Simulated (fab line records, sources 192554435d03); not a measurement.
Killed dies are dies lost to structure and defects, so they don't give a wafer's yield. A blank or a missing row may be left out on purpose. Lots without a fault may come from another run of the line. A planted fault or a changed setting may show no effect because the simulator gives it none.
fab line records | flow n5_finfet
record lots=7 wafers=21 last_day=17
route steps=1938 shown BEOL_M4@1111 BEOL_M9@1418 PASSIVATION@1936
lots that met no fault: from a run of the same line without faults
start_h: hours from the record's first day to the start of the lot's first wafer shown | wait_h: hours since the lot's step before | " the same as in the row above | L1.1+2: a row that stands for several wafers | - no value, or no start given | * or withheld: withheld | < > ~ a bound
route shown NAME@n: a module of which the file shows steps, and the number in the route of the first | usual: mean/standard deviation of fault-free wafers | same: alike in all rows | chamber/n: place in a boat | sites: the reading at each site | _std_site: their standard deviation | _edge_site: outer sites' mean less inner sites' | radius_mm: how far each site lies from the wafer's centre | mask NAME#n: copy n | behind: the tool/chamber that last shaped the wafer | hold: why the lot was held/for how many hours/how that ended | device: the transistor (n, p or np) that didn't switch | end of line: the same wafers' tests at the end of the route | a step without rows: its recipe alone | killed: dies lost to structure and defects at the first sort, not the wafer's yield | map: a wafer's dies, x killed, . not, _ none there
set.NAME: the setting as run; set.NAME@STEP: as run at that earlier step | model.NAME: the simulator's own value behind a step, which no gauge read
steps of the route over a sample of lots; a table a step, a row a wafer
services: from which hour (start_h, from the record's first day; less than 0 if before it) a tool's chamber was out of use, for how many hours, and why
## steps
# step N5_BEOL_M4_RC_MEAS_101
# usual DIBL_N=36.3/1.7 DIBL_P=36.3/2.2 IOFF_N=0.16/0.034 IOFF_P=0.21/0.038 ION_N=673/13 ION_P=461/8.3 SS_N=71.5/0.55 SS_P=73.3/0.67 VT_N=250/3.4 VT_P=-251/3.5
# columns lot.wafer tool chamber start_h wait_h DIBL_N[mV/V] DIBL_P[mV/V] IOFF_N[nA/um] IOFF_P[nA/um] ION_N[uA/um] ION_P[uA/um] SS_N[mV/dec] SS_P[mV/dec] VT_N[mV] VT_P[mV]
L936.3 prober-01 0 213.62 0.3 39.5 39.5 0.22 0.33 698 484 72.3 74.4 248 -241
L936.4 " 0 " " 35.5 35.5 0.15 0.23 680 472 71.4 73.7 248 -245
L936.6 " 0 " " 36.1 35.8 0.15 0.22 677 468 72.1 73.2 253 -247
L941.1 prober-02 0 249.04 0.0 39.4 38.7 0.20 0.26 680 463 71.7 74.4 248 -246
L941.2 " 0 " " 35.9 34.5 0.12 0.18 663 458 71.2 73.0 254 -251
L941.4 " 0 " " 33.9 32.6 0.11 0.16 659 456 70.3 72.3 255 -250
L943.1 prober-02 0 255.43 0.0 34.9 35.9 0.14 0.17 665 454 70.8 73.4 251 -255
L943.4 " 0 " " 35.7 35.8 0.15 0.17 678 457 70.9 72.5 251 -255
L943.6 " 0 " " 33.0 32.4 0.10 0.13 660 447 71.0 71.2 257 -258
L946.1 prober-01 0 286.69 0.0 36.9 38.1 0.18 0.24 683 467 71.5 73.7 247 -249
L946.4 " 0 " " 36.8 37.3 0.17 0.22 684 467 71.8 73.6 248 -248
L946.5 " 0 " " 36.6 38.4 0.18 0.24 682 470 71.5 74.0 248 -246
L947.4 prober-02 0 287.43 0.5 39.4 39.6 0.22 0.27 699 475 71.7 73.7 244 -247
L947.5 " 0 " " 35.8 34.8 0.13 0.18 669 462 71.5 72.2 255 -251
L947.6 " 0 " " 37.2 37.5 0.18 0.23 688 471 71.2 74.1 248 -250
L948.1 prober-01 0 290.26 0.0 35.2 35.0 0.12 0.20 673 474 71.0 72.3 252 -250
L948.3 " 0 " " 39.5 41.1 0.22 0.32 702 489 71.9 74.4 244 -243
L948.6 " 0 " " 39.0 38.8 0.19 0.28 686 479 71.5 73.7 246 -244
L949.1 prober-02 0 293.52 0.0 36.2 34.5 0.15 0.20 660 455 72.0 73.7 249 -250
L949.5 " 0 " " 34.7 33.2 0.13 0.17 667 455 70.9 73.3 250 -255
L949.6 " 0 " " 35.2 33.5 0.14 0.18 661 450 71.3 73.4 251 -251
# step N5_BEOL_M9_ETCH_61
# recipe chemistry=CF4 target=SiARC target_depth_a=390 mask_material=CAR-ArF time_s=65 ion_energy_ev=80 pressure_mtorr=40 source_w=545 bias_w=36 Ar_flow_sccm=100 cf4_flow_sccm=100 ends=cleared
# usual bias_w=36.01/0.11 cf4_flow_sccm=100.01/0.28 chamber_pressure_mTorr=40.00/0.03 drypump_motor_current_A=5.8/0.38 etch_rf_on_time_s=64.4/1.6 oes_product_au=0.69/0.078 rf_vpp_V=184.2/1.1 showerhead_plenum_p_Torr=2.16/0.07 throttle_valve_pct=15.61/0.15
# columns lot.wafer tool chamber start_h wait_h bias_w cf4_flow_sccm chamber_pressure_mTorr drypump_motor_current_A etch_rf_on_time_s oes_product_au rf_hours_counter_h rf_vpp_V showerhead_plenum_p_Torr throttle_valve_pct
L936.3 rie_diel-06 1 252.25 0.0 36.14 100.07 39.98 6.0 65.2 0.61 169 185.0 2.23 15.72
L936.4 " 3 " " 36.04 100.25 39.97 6.4 64.3 0.60 - 184.5 2.19 15.74
L936.6 " 1 " " 36.06 99.59 40.08 6.0 65.5 0.61 - 185.1 2.23 15.73
L941.1 rie_diel-01 1 290.40 0.0 36.06 99.86 40.00 5.9 63.5 0.83 18 183.4 2.09 15.73
L941.2 " 2 " " 36.05 100.30 40.00 5.6 67.2 0.60 221 184.9 2.21 15.74
L941.4 " 3 " " 36.17 100.28 40.03 6.2 66.6 0.67 91 185.8 2.25 15.54
L943.1 rie_diel-06 1 293.27 0.0 35.86 99.93 40.02 6.0 65.4 0.60 184 185.5 2.23 15.75
L943.4 " 0 " " 36.10 100.25 40.01 5.5 64.8 0.63 200 184.3 2.13 15.80
L943.6 " 2 " " 36.01 99.92 39.98 5.9 63.9 0.65 - 185.3 2.24 15.72
L947.4 rie_diel-02 0 323.84 0.0 36.03 99.72 40.02 5.6 64.4 0.81 12 185.3 2.29 15.17
L947.5 " 1 " " 36.04 99.86 39.98 6.4 61.0 0.76 - 182.8 2.10 15.45
L947.6 " 2 " " 36.00 100.10 40.01 5.9 63.2 0.68 - 182.4 2.07 15.48
L946.1 rie_diel-06 2 324.10 0.0 35.99 100.12 40.02 5.9 64.7 0.63 146 184.1 2.23 15.76
L946.4 " 2 " " 35.96 100.18 40.01 5.9 64.6 0.64 - 185.2 2.23 15.74
L946.5 " 1 " " 35.94 100.19 40.06 6.0 66.1 0.59 - 184.8 2.23 15.77
L948.1 rie_diel-02 2 331.87 0.0 35.72 100.27 40.06 5.9 62.2 0.68 123 183.8 2.07 15.48
L948.3 " 3 " " 36.14 99.76 40.02 5.6 61.9 0.76 40 185.3 2.16 15.41
L948.6 " 2 " " 35.95 100.24 40.00 5.9 62.5 0.67 - 183.0 2.07 15.46
L949.1 rie_diel-01 1 334.84 0.0 36.11 100.49 40.01 5.9 64.2 0.79 30 183.6 2.09 15.76
L949.5 " 3 " " 35.81 100.18 40.03 6.2 66.9 0.66 - 185.0 2.24 15.59
L949.6 " 0 " " 36.01 100.39 40.01 5.1 63.5 0.71 - 183.9 2.08 15.66
# step N5_BEOL_M9_HM_OPEN_17
# recipe chemistry=Cl2/BCl3 target_depth_a=200 overetch_a=60 target=TiN mask_material=SOC ion_energy_ev=150 pressure_mtorr=10 icp_w=1000 bias_w=126 Cl2_flow_sccm=53.25 bcl3_flow_sccm=21.75 Ar_flow_sccm=25
# usual chamber_pressure_mTorr=10.001/0.0088 drypump_motor_current_A=5.7/0.65 oes_product_au=0.62/0.076 throttle_valve_pct=22.32/0.11
# columns lot.wafer tool chamber start_h wait_h chamber_pressure_mTorr drypump_motor_current_A oes_product_au rf_hours_counter_h throttle_valve_pct
L936.3 rie_metal-02 1 252.52 0.1 9.999 6.4 0.57 - 22.24
L936.4 " 0 " " 9.988 5.3 0.56 - 22.45
L936.6 " 0 " " 9.994 5.3 0.55 - 22.43
L941.1 rie_metal-01 1 290.64 0.0 9.998 5.9 0.54 114 22.20
L941.2 " 0 " " 9.994 5.0 0.72 20 22.14
L941.4 " 0 " " 10.010 5.0 0.72 - 22.15
L943.1 rie_metal-02 1 293.52 0.0 10.005 6.4 0.56 99 22.27
L943.4 " 1 " " 9.995 6.4 0.56 - 22.26
L943.6 " 0 " " 10.001 5.4 0.55 - 22.47
L947.4 rie_metal-02 1 324.11 0.1 10.003 6.4 0.55 - 22.27
L947.5 " 1 " " 10.001 6.4 0.55 - 22.29
L947.6 " 0 " " 10.011 5.3 0.55 - 22.48
L946.1 rie_metal-03 1 324.34 0.0 10.004 4.8 0.65 52 22.33
L946.4 " 1 " " 10.008 4.8 0.66 - 22.30
L946.5 " 0 " " 9.986 6.5 0.71 - 22.44
L948.1 rie_metal-03 0 332.11 0.0 9.984 6.4 0.71 23 22.44
L948.3 " 1 " " 10.013 4.8 0.65 - 22.30
L948.6 " 0 " " 9.996 6.4 0.70 - 22.45
L949.1 rie_metal-03 1 335.07 0.0 10.003 4.8 0.66 52 22.30
L949.5 " 0 " " 9.993 6.4 0.71 - 22.43
L949.6 " 1 " " 9.995 4.8 0.65 - 22.34
# step N5_BEOL_M9_ETCH_66
# recipe chemistry=N2/H2 target=SOC target_depth_a=800 overetch_a=160 mask_material=SiARC temp_c=40 time_s=120 ion_energy_ev=200 pressure_mtorr=30 source_w=840 bias_w=150 n2_flow_sccm=200 h2_flow_sccm=200
# usual bias_w=150.0/0.46 chamber_pressure_mTorr=30.000/0.025 drypump_motor_current_A=5.8/0.37 oes_product_au=0.63/0.064 rf_vpp_V=524.5/2.8 showerhead_plenum_p_Torr=2.56/0.099 throttle_valve_pct=17.71/0.25
# columns lot.wafer tool chamber start_h wait_h bias_w chamber_pressure_mTorr drypump_motor_current_A oes_product_au rf_hours_counter_h rf_vpp_V showerhead_plenum_p_Torr throttle_valve_pct
L936.3 rie_diel-02 1 253.40 0.0 149.7 30.013 6.4 0.67 44 522.1 2.47 17.53
L936.4 " 2 " " 150.3 30.005 5.9 0.61 98 522.0 2.45 17.58
L936.6 " 0 " " 149.7 30.004 5.6 0.54 - 519.5 2.39 17.59
L941.1 rie_diel-02 2 292.13 0.0 - - - - - - - -
L941.2 " 0 " " - - - - - - - -
L941.4 " 1 " " - - - - - - - -
L943.1 rie_diel-02 0 298.13 0.0 - - - - - - - -
L943.4 " 1 " " - - - - - - - -
L943.6 " 3 " " - - - - - - - -
L947.4 rie_diel-02 2 325.99 0.0 149.9 29.997 6.0 0.60 121 520.5 2.44 17.60
L947.5 " 0 " " 149.9 29.975 5.6 0.72 - 529.4 2.70 17.22
L947.6 " 3 " " 150.6 29.991 5.5 0.66 - 524.0 2.59 17.76
L946.1 rie_diel-02 1 326.41 0.0 150.3 29.984 6.4 0.65 62 521.8 2.47 17.55
L946.4 " 2 " " 149.8 30.001 5.9 0.59 121 521.0 2.44 17.60
L946.5 " 1 " " 149.6 30.027 6.4 0.66 - 521.7 2.47 17.56
L948.1 rie_diel-02 3 334.38 0.0 150.1 29.975 5.5 0.66 41 525.1 2.59 17.78
L948.3 " 2 " " 149.6 29.977 5.9 0.58 124 522.7 2.44 17.62
L948.6 " 0 " " 149.7 29.965 5.7 0.70 - 529.6 2.70 17.22
L949.1 rie_diel-02 2 336.11 0.0 149.8 29.981 6.0 0.59 125 520.7 2.44 17.62
L949.5 " 1 " " 150.0 29.991 6.4 0.65 - 522.0 2.47 17.56
L949.6 " 0 " " 150.6 29.990 5.6 0.71 - 528.1 2.70 17.22
# step N5_BEOL_M9_VIA_ETCH_34
# recipe chemistry=C4F6/O2 target=SiCOH_lowk target_depth_a=1824 mask_material=SOC taper_deg=4 time_s=68.4 ion_energy_ev=250 pressure_mtorr=30 source_w=345 bias_w=185 Ar_flow_sccm=300 C4F6_flow_sccm=10 O2_flow_sccm=10
# usual C4F6_flow_sccm=10.00/0.033 O2_flow_sccm=10.00/0.03 chamber_pressure_mTorr=30.003/0.026 drypump_motor_current_A=5.8/0.37 oes_product_au=0.83/0.089 rf_vpp_V=658/14 showerhead_plenum_p_Torr=2.87/0.1 throttle_valve_pct=20.84/0.17
# columns lot.wafer tool chamber start_h wait_h C4F6_flow_sccm O2_flow_sccm chamber_pressure_mTorr drypump_motor_current_A oes_product_au rf_hours_counter_h rf_vpp_V showerhead_plenum_p_Torr throttle_valve_pct
L936.3 rie_diel-02 1 253.50 0.0 9.99 9.99 30.007 6.4 0.90 44 640 2.81 20.87
L936.4 " 2 " " 9.98 9.95 29.989 5.9 0.80 98 645 2.75 20.62
L936.6 " 0 " " 10.00 10.02 29.942 5.6 0.69 - 656 2.71 20.87
L941.1 rie_diel-02 2 292.23 0.0 9.99 10.04 29.988 5.9 0.30 112 644 2.74 20.48
L941.2 " 0 " " 9.97 10.00 29.930 5.6 0.36 3 668 3.05 20.41
L941.4 " 1 " " 10.04 10.01 30.054 6.4 0.33 53 639 2.81 20.72
L943.1 rie_diel-02 0 298.23 0.0 10.04 10.01 30.007 5.6 0.36 5 668 3.05 20.40
L943.4 " 1 " " 10.00 10.02 30.034 6.3 0.33 54 638 2.80 20.71
L943.6 " 3 " " 10.01 9.98 30.009 5.5 0.34 - 648 2.88 20.56
L947.4 rie_diel-02 2 326.09 0.0 9.97 9.98 29.972 5.9 0.78 121 646 2.74 20.66
L947.5 " 0 " " 9.95 9.99 29.959 5.6 0.95 - 667 3.05 20.58
L947.6 " 3 " " 10.00 10.01 29.982 5.5 0.87 - 648 2.88 20.76
L946.1 rie_diel-02 1 326.51 0.0 10.07 10.03 29.959 6.4 0.88 62 640 2.80 20.90
L946.4 " 2 " " 10.00 10.00 30.064 6.0 0.78 121 646 2.74 20.63
L946.5 " 1 " " 10.01 9.98 29.996 6.4 0.87 - 639 2.80 20.91
L948.1 rie_diel-02 3 334.48 0.0 10.03 9.98 30.002 5.6 0.86 41 648 2.87 20.75
L948.3 " 2 " " 10.02 10.00 29.939 6.0 0.78 124 645 2.73 20.65
L948.6 " 0 " " 10.02 9.99 30.047 5.7 0.94 - 668 3.05 20.58
L949.1 rie_diel-02 2 336.21 0.0 10.05 9.96 29.998 5.9 0.78 125 644 2.73 20.66
L949.5 " 1 " " 10.03 10.00 30.005 6.4 0.88 - 638 2.80 20.90
L949.6 " 0 " " 9.99 9.96 29.995 5.7 0.95 - 667 3.05 20.58
# step N5_BEOL_M9_STRIP_36
# recipe chemistry=N2/H2 power_w=450 temp_c=40 pressure_mtorr=20 rf_frequency_hz=6e+07 overash_fraction=0.3 bias_power_w=7 h2_frac=0.5 n2_flow_sccm=200 h2_flow_sccm=200
# usual chamber_pressure_mTorr=20.00/0.033 drypump_motor_current_A=5.8/0.37 oes_product_au=0.83/0.086 rf_vpp_V=59.4/1.4 showerhead_plenum_p_Torr=2.56/0.099 throttle_valve_pct=23.6/0.35
# columns lot.wafer tool chamber start_h wait_h chamber_pressure_mTorr drypump_motor_current_A oes_product_au rf_hours_counter_h rf_vpp_V showerhead_plenum_p_Torr throttle_valve_pct
L936.3 rie_diel-02 1 253.56 0.0 20.01 6.4 0.90 44 59.6 2.47 23.3
L936.4 " 2 " " 20.02 6.0 0.80 99 58.7 2.44 23.4
L936.6 " 0 " " 19.97 5.6 0.70 - 57.8 2.39 23.1
L941.1 rie_diel-02 2 292.29 0.0 19.99 6.0 0.79 112 58.2 2.44 23.4
L941.2 " 0 " " 20.01 5.6 1.00 3 59.9 2.70 22.9
L941.4 " 1 " " 20.00 6.4 0.88 53 59.1 2.47 23.3
L943.1 rie_diel-02 0 298.29 0.0 19.97 5.6 0.98 5 59.1 2.70 23.0
L943.4 " 1 " " 20.04 6.3 0.88 54 61.5 2.47 23.4
L943.6 " 3 " " 19.98 5.6 0.87 - 59.8 2.59 23.7
L947.4 rie_diel-02 2 326.15 0.0 20.01 5.9 0.79 121 58.3 2.43 23.4
L947.5 " 0 " " 19.98 5.6 0.96 - 60.9 2.70 23.0
L947.6 " 3 " " 20.02 5.6 0.87 - 58.6 2.59 23.8
L946.1 rie_diel-02 1 326.57 0.0 20.00 6.4 0.88 62 57.9 2.46 23.3
L946.4 " 2 " " 20.02 5.9 0.78 121 59.4 2.43 23.4
L946.5 " 1 " " 20.05 6.4 0.87 - 59.3 2.46 23.3
L948.1 rie_diel-02 3 334.54 0.0 20.01 5.6 0.86 41 59.0 2.59 23.8
L948.3 " 2 " " 19.97 5.9 0.78 124 56.5 2.43 23.4
L948.6 " 0 " " 19.98 5.6 0.93 - 59.7 2.70 23.0
L949.1 rie_diel-02 2 336.27 0.0 20.01 5.9 0.77 125 60.7 2.43 23.4
L949.5 " 1 " " 20.02 6.4 0.87 - 56.1 2.46 23.3
L949.6 " 0 " " 19.98 5.6 0.94 - 62.2 2.70 23.0
# step N5_PASSIVATION_PROBE_49
# usual defect_limited_yield=91.4/1.6 killed_at_M0_to_M3=34/10 killed_at_M4_up=12/4.8 killed_at_contacts=11/6.2 killed_at_front_end=39/13 killed_at_other=4/3.1 killed_dies=101/19 killed_on_rim=13/4.1 killed_open=67/14 killed_short=32/8.3 sort_bin_5_function=5.0/1 sort_bin_6_memory=3.2/0.76 sort_bin_8_speed=0.00/0.026 sort_n_pass=1079/19
# same gross_dies=1180 killed_at_back_side=0 sort_bin_4_leakage[%]=0
# columns lot.wafer tool chamber start_h wait_h defect_limited_yield[%] killed_at_M0_to_M3 killed_at_M4_up killed_at_contacts killed_at_front_end killed_at_other killed_dies killed_on_rim killed_open killed_short sort_bin_5_function[%] sort_bin_6_memory[%] sort_bin_8_speed[%] sort_n_pass
L936.3 prober-02 - 319.07 0.1 91.8 47 7 10 27 6 97 13 68 27 5.5 2.5 0 1083
L936.4 prober-02 - 319.12 0.2 91.9 46 14 2 23 10 95 16 64 26 5.1 2.6 0.17 1085
L936.6 prober-02 - 319.22 0.3 90.7 46 8 6 39 11 110 10 76 32 5.5 3.5 0 1070
L941.1 prober-02 - 348.04 0.0 0 53 1066 17 41 3 1180 152 84 36 95.8 3.8 0 0
L941.2 prober-02 - 348.09 0.1 0 31 1082 21 45 1 1180 152 74 26 96.3 3.6 0 0
L941.4 prober-02 - 348.19 0.2 0 28 1084 19 47 2 1180 152 73 32 96.9 2.5 0 0
L943.1 prober-02 - 352.34 0.0 0 24 1095 22 36 3 1180 152 67 28 97.1 2.8 0 0
L943.4 prober-02 - 352.49 0.2 0 20 1111 7 38 4 1180 152 48 28 97.6 2.1 0 0
L943.6 prober-02 - 352.59 0.3 0 36 1111 15 15 3 1180 152 56 30 96.7 3.1 0 0
L946.1 prober-02 - 387.82 0.0 90.3 40 17 18 34 6 115 12 82 27 6.2 3.1 0 1065
L946.4 prober-02 - 387.97 0.2 91.9 37 11 14 30 3 95 15 64 29 4.8 2.7 0 1085
L946.5 prober-02 - 388.02 0.2 88.9 41 19 31 33 7 131 20 84 43 5.6 5.0 0 1049
L947.4 prober-02 - 392.51 0.2 89.0 29 18 21 59 3 130 14 84 46 5.7 4.9 0 1050
L947.5 prober-02 - 392.56 0.2 93.5 17 14 7 38 1 77 9 52 23 4.1 2.4 0 1103
L947.6 prober-02 - 392.61 0.3 92.5 18 9 19 39 3 88 11 50 37 4.2 2.8 0 1092
L948.1 prober-01 - 398.43 0.0 93.2 30 7 8 32 3 80 3 56 19 4.1 2.1 0 1100
L948.3 prober-01 - 398.53 0.1 89.9 57 11 13 27 11 119 16 66 50 6.3 3.2 0 1061
L948.6 prober-01 - 398.68 0.3 93.4 27 11 10 29 1 78 13 55 23 3.4 2.9 0 1102
L949.1 prober-02 - 398.46 0.0 94.0 32 12 4 22 1 71 7 49 21 3.1 3.0 0 1109
L949.5 prober-02 - 398.66 0.2 93.1 26 13 16 26 1 82 9 46 35 4.4 2.5 0 1098
L949.6 prober-02 - 398.71 0.3 93.4 26 6 7 31 8 78 10 50 28 4.1 2.4 0 1102
# killed by level:class
L936.3 BEOL_M3:geometric_particle:open=10 STI_FIN_REVEAL:geometric_particle:open=8 MOL_CONTACT_COAG:geometric_particle:open=7 BEOL_M0_SAQP:geometric_particle:short=7 BEOL_M0_SAQP:geometric_particle:open=7 BEOL_M1:geometric_particle:open=7 BEOL_M0:geometric_particle:open=6 BEOL_M2:geometric_particle:open=5
L936.4 BEOL_M0_SAQP:geometric_particle:open=10 BEOL_M5:geometric_particle:open=7 BEOL_M3:geometric_particle:open=6 BEOL_M0_SAQP:geometric_particle:short=6 BEOL_M0:geometric_particle:open=6 BEOL_M2:geometric_particle:open=6 FIN_SAQP:geometric_particle:open=4 BEOL_M1:geometric_particle:open=4
L936.6 BEOL_M3:geometric_particle:open=19 STI_FIN_REVEAL:geometric_particle:open=9 BEOL_M2:geometric_particle:open=7 MOL_CONTACT_COAG:geometric_particle:open=6 BEOL_M0_SAQP:geometric_particle:open=6 ILD0:geometric_particle:short=5 GATE_CUT:geometric_particle:short=4 BEOL_M0_SAQP:geometric_particle:short=4
L941.1 BEOL_M9:area_etch=1060 MOL_CONTACT_COAG:geometric_particle:open=14 BEOL_M0_SAQP:geometric_particle:open=13 BEOL_M0_SAQP:geometric_particle:short=12 FIN_SAQP:geometric_particle:open=11 STI_FIN_REVEAL:geometric_particle:open=11 BEOL_M3:geometric_particle:open=10 FIN_SAQP:geometric_particle:short=7
L941.2 BEOL_M9:area_etch=1078 FIN_SAQP:geometric_particle:open=19 MOL_CONTACT_COAG:geometric_particle:open=17 BEOL_M3:geometric_particle:open=15 BEOL_M0_SAQP:geometric_particle:short=6 FIN_SAQP:geometric_particle:short=6 STI_FIN_REVEAL:geometric_particle:open=5 DUMMY_GATE:geometric_particle:open=4
L941.4 BEOL_M9:area_etch=1075 MOL_CONTACT_COAG:geometric_particle:open=19 STI_FIN_REVEAL:geometric_particle:open=14 FIN_SAQP:geometric_particle:open=10 BEOL_M0_SAQP:geometric_particle:short=8 FIN_SAQP:geometric_particle:short=7 BEOL_M3:geometric_particle:open=7 BEOL_M2:geometric_particle:open=4
L943.1 BEOL_M9:area_etch=1083 MOL_CONTACT_COAG:geometric_particle:open=21 FIN_SAQP:geometric_particle:open=7 GATE_CUT:geometric_particle:short=6 FIN_SAQP:geometric_particle:short=4 DUMMY_GATE:geometric_particle:open=4 BEOL_M0_SAQP:geometric_particle:open=4 BEOL_M2:geometric_particle:open=4
L943.4 BEOL_M9:area_etch=1104 STI_FIN_REVEAL:geometric_particle:open=8 MOL_CONTACT_COAG:geometric_particle:open=6 BEOL_M3:geometric_particle:open=6 BEOL_M2:geometric_particle:open=5 FIN_SAQP:geometric_particle:short=4 FIN_SAQP:geometric_particle:open=4 STI_FIN_REVEAL:geometric_particle:short=4
L943.6 BEOL_M9:area_etch=1094 MOL_CONTACT_COAG:geometric_particle:open=10 BEOL_M2:geometric_particle:open=10 BEOL_M1:geometric_particle:open=6 MOL_CONTACT_COAG:geometric_particle:short=5 BEOL_M0_SAQP:geometric_particle:short=5 BEOL_M1:geometric_particle:short=5 BEOL_M4:geometric_particle:open=4
L946.1 MOL_CONTACT_COAG:geometric_particle:open=15 BEOL_M0_SAQP:geometric_particle:open=11 FIN_SAQP:geometric_particle:open=9 BEOL_M2:geometric_particle:open=9 BEOL_M1:geometric_particle:open=8 BEOL_M4:geometric_particle:open=8 STI_FIN_REVEAL:geometric_particle:open=7 BEOL_M0_SAQP:geometric_particle:short=7
L946.4 MOL_CONTACT_COAG:geometric_particle:open=11 BEOL_M2:geometric_particle:open=11 FIN_SAQP:geometric_particle:open=10 BEOL_M0_SAQP:geometric_particle:short=8 BEOL_M0_SAQP:geometric_particle:open=7 BEOL_M2:geometric_particle:short=6 DUMMY_GATE:geometric_particle:open=5 GATE_CUT:geometric_particle:short=4
L946.5 MOL_CONTACT_COAG:geometric_particle:open=24 BEOL_M0_SAQP:geometric_particle:short=10 BEOL_M2:geometric_particle:open=9 BEOL_M4:geometric_particle:open=8 FIN_SAQP:geometric_particle:open=7 MOL_CONTACT_COAG:geometric_particle:short=7 BEOL_M0_SAQP:geometric_particle:open=7 FIN_SAQP:geometric_particle:short=5
L947.4 MOL_CONTACT_COAG:geometric_particle:open=18 STI_FIN_REVEAL:geometric_particle:open=15 FIN_SAQP:geometric_particle:short=14 FIN_SAQP:geometric_particle:open=9 BEOL_M4:geometric_particle:open=9 BEOL_M2:geometric_particle:open=8 BEOL_M0_SAQP:geometric_particle:short=7 DUMMY_GATE:geometric_particle:open=6
L947.5 FIN_SAQP:geometric_particle:short=8 BEOL_M4:geometric_particle:open=7 FIN_SAQP:geometric_particle:open=6 MOL_CONTACT_COAG:geometric_particle:open=6 STI_FIN_REVEAL:geometric_particle:open=5 DUMMY_GATE:geometric_particle:open=5 GATE_CUT:geometric_particle:short=4 BEOL_M0_SAQP:geometric_particle:open=4
L947.6 MOL_CONTACT_COAG:geometric_particle:open=17 FIN_SAQP:geometric_particle:short=9 BEOL_M0_SAQP:geometric_particle:short=7 GATE_CUT:geometric_particle:short=6 BEOL_M1:geometric_particle:open=6 FIN_SAQP:geometric_particle:open=5 STI_FIN_REVEAL:geometric_particle:open=5 DUMMY_GATE:geometric_particle:open=4
L948.1 BEOL_M3:geometric_particle:open=10 FIN_SAQP:geometric_particle:open=6 MOL_CONTACT_COAG:geometric_particle:open=6 BEOL_M2:geometric_particle:open=5 FIN_SAQP:geometric_particle:short=5 GATE_CUT:geometric_particle:open=5 BEOL_M1:geometric_particle:open=5 BEOL_M0_SAQP:geometric_particle:short=4
L949.1 BEOL_M2:geometric_particle:open=9 BEOL_M4:geometric_particle:open=7 BEOL_M1:geometric_particle:open=7 BEOL_M3:geometric_particle:open=7 STI_FIN_REVEAL:geometric_particle:open=4 FIN_SAQP:geometric_particle:short=3 MOL_CONTACT_COAG:geometric_particle:open=3 BEOL_M0_SAQP:geometric_particle:open=3
L948.3 BEOL_M0_SAQP:geometric_particle:open=19 BEOL_M0_SAQP:geometric_particle:short=14 MOL_CONTACT_COAG:geometric_particle:open=12 BEOL_M2:geometric_particle:open=8 FIN_SAQP:geometric_particle:short=6 BEOL_M3:geometric_particle:open=6 PASS1_CAP:geometric_particle:short=6 GATE_CUT:geometric_particle:short=5
L949.5 MOL_CONTACT_COAG:geometric_particle:open=9 MOL_CONTACT_COAG:geometric_particle:short=7 FIN_SAQP:geometric_particle:open=6 BEOL_M0_SAQP:geometric_particle:open=6 BEOL_M1:geometric_particle:short=5 BEOL_M4:geometric_particle:open=5 DUMMY_GATE:geometric_particle:short=4 BEOL_M0_SAQP:geometric_particle:short=4
L948.6 MOL_CONTACT_COAG:geometric_particle:open=9 BEOL_M2:geometric_particle:open=9 STI_FIN_REVEAL:geometric_particle:open=7 BEOL_M0_SAQP:geometric_particle:short=6 BEOL_M0_SAQP:geometric_particle:open=6 BEOL_M4:geometric_particle:open=4 FIN_SAQP:geometric_particle:open=3 DUMMY_GATE:geometric_particle:open=3
L949.6 FIN_SAQP:geometric_particle:open=7 MOL_CONTACT_COAG:geometric_particle:open=7 BEOL_M1:geometric_particle:open=7 BEOL_M0:geometric_particle:open=6 FIN_SAQP:geometric_particle:short=5 PASS1_CAP:geometric_particle:short=4 FIN_CUT:geometric_particle:open=3 BEOL_M0_SAQP:geometric_particle:open=3
## services
# columns tool chamber start_h hours kind
rie_diel-06 0 241.54 35.5 repair
rie_metal-01 - 253.82 14.6 pm
rie_diel-02 0 267.48 - clean
rie_diel-02 0 267.48 - consumable_replace:focus_ring
rie_diel-02 0 267.48 - consumable_replace:showerhead
rie_diel-02 0 267.48 17.7 scheduled_down
rie_diel-02 0 267.48 17.7 vent_cycle
rie_metal-01 - 268.42 2.8 pm
rie_diel-02 1 275.33 12.3 repair
rie_metal-02 - 282.64 0.4 repair
rie_diel-01 - 291.01 0.8 repair
rie_diel-06 0 310.84 9.6 repair
rie_diel-06 3 320.63 - clean
rie_diel-06 3 320.63 - consumable_replace:focus_ring
rie_diel-06 3 320.63 31.4 scheduled_down
rie_diel-06 3 320.63 31.4 vent_cycle
rie_metal-01 1 326.43 - clean
rie_metal-01 1 326.43 13.8 scheduled_down
rie_metal-01 1 326.43 13.8 vent_cycle
rie_metal-02 0 335.47 - clean
rie_metal-02 0 335.47 35.2 scheduled_down
rie_metal-02 0 335.47 35.2 vent_cycle
## key
first_sign step=N5_BEOL_M9_ETCH_66 reading=tool_record direction=missing
effect step=N5_BEOL_M9_VIA_ETCH_34 reading=oes_product_au direction=down sigmas=5.5 usual=0.83 struck=0.34
effect step=N5_PASSIVATION_PROBE_49 reading=killed_at_M4_up direction=up sigmas=99+ usual=12 struck=1092
more_kills_born_at N5_BEOL_M9_ETCH_66@rie_diel-02=6494
met_at N5_BEOL_M9_ETCH_66
struck_lots L941,L943
later_rows_left_out L941.1,L941.2,L941.4,L943.1,L943.4,L943.6
not_acting_at N5_BEOL_M9_ETCH_61,N5_BEOL_M9_HM_OPEN_17,N5_BEOL_M9_STRIP_36
onset_between 253.40 292.13
fault kind=skipped_step_whole tool=rie_diel-02 chamber=- onset_h=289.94 steps=N5_BEOL_M9_ETCH_66 scope=struck_lots_only
# later_rows_left_out: the simulator's readings of these wafers behind a module that went badly wrong aren't trusted and aren't shown, but for the sort
